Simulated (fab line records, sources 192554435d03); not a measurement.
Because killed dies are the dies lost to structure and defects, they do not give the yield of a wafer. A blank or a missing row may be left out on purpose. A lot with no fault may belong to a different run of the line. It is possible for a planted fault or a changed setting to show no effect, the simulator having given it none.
The tool behind it: which one? || flow n5_finfet || route of 1938 steps, sampled at 1 step: 12 lots, 36 wafers

## WHAT EACH GAUGE READ, for each wafer
N5_MOL_CONTACT_COAG_THK_MEAS_29.
{"lot": "L075", "measured": "day 5 08:34", "on": "film_metro-02", "MD_CAP_THK (nm)": "17.91 17.74 17.91"}
{"lot": "L077", "measured": "day 5 18:52", "on": "film_metro-01", "MD_CAP_THK (nm)": "18.03 18.00 18.02"}
{"lot": "L079", "measured": "day 6 04:52", "on": "film_metro-01", "MD_CAP_THK (nm)": "17.85 17.94 17.82"}
{"lot": "L081", "measured": "day 7 00:11", "on": "film_metro-01", "MD_CAP_THK (nm)": "18.06 17.99 18.12"}
{"lot": "L083", "measured": "day 7 05:59", "on": "film_metro-01", "MD_CAP_THK (nm)": "18.01 18.03 18.07"}
{"lot": "L085", "measured": "day 7 23:50", "on": "film_metro-02", "MD_CAP_THK (nm)": "17.94 18.02 17.92"}
{"lot": "L087", "measured": "day 8 11:13", "on": "film_metro-01", "MD_CAP_THK (nm)": "18.14 18.03 18.02"}
{"lot": "L089", "measured": "day 8 19:26", "on": "film_metro-02", "MD_CAP_THK (nm)": "18.00 18.05 17.98"}
{"lot": "L091", "measured": "day 9 11:26", "on": "film_metro-02", "MD_CAP_THK (nm)": "17.91 17.75 17.89"}
{"lot": "L093", "measured": "day 9 17:10", "on": "film_metro-01", "MD_CAP_THK (nm)": "17.97 18.03 17.86"}
{"lot": "L095", "measured": "day 10 11:32", "on": "film_metro-02", "MD_CAP_THK (nm)": "17.87 17.79 17.87"}
{"lot": "L097", "measured": "day 10 18:14", "on": "film_metro-01", "MD_CAP_THK (nm)": "17.94 18.00 17.88"}

## WHICH TOOL RAN EACH LOT (tool, then ch and the chambers of the sampled wafers, then the start)
Record: no process step prior to these readings.

## THE ANSWER, worked out from the rows above alone
Rule: what is usual is taken from the lots themselves. The widest of any qualifying gaps counts: lots, ordered by their means at a reading, are off when they make up no more than a third of the lots, leave a main group of 4 or more, and stand apart from it by 3 or more times the standard deviation of that group's means. The tables above print the reading to a certain number of digits; a main group whose means all agree to those digits is not used. Also off: a lot with no number at a reading for which 4 or more lots have one. All remaining lots with rows at the step are treated as sound.
None of the lots is off at any reading shown; this tells nothing.

## WHAT THE SIMULATOR HAD INSERTED
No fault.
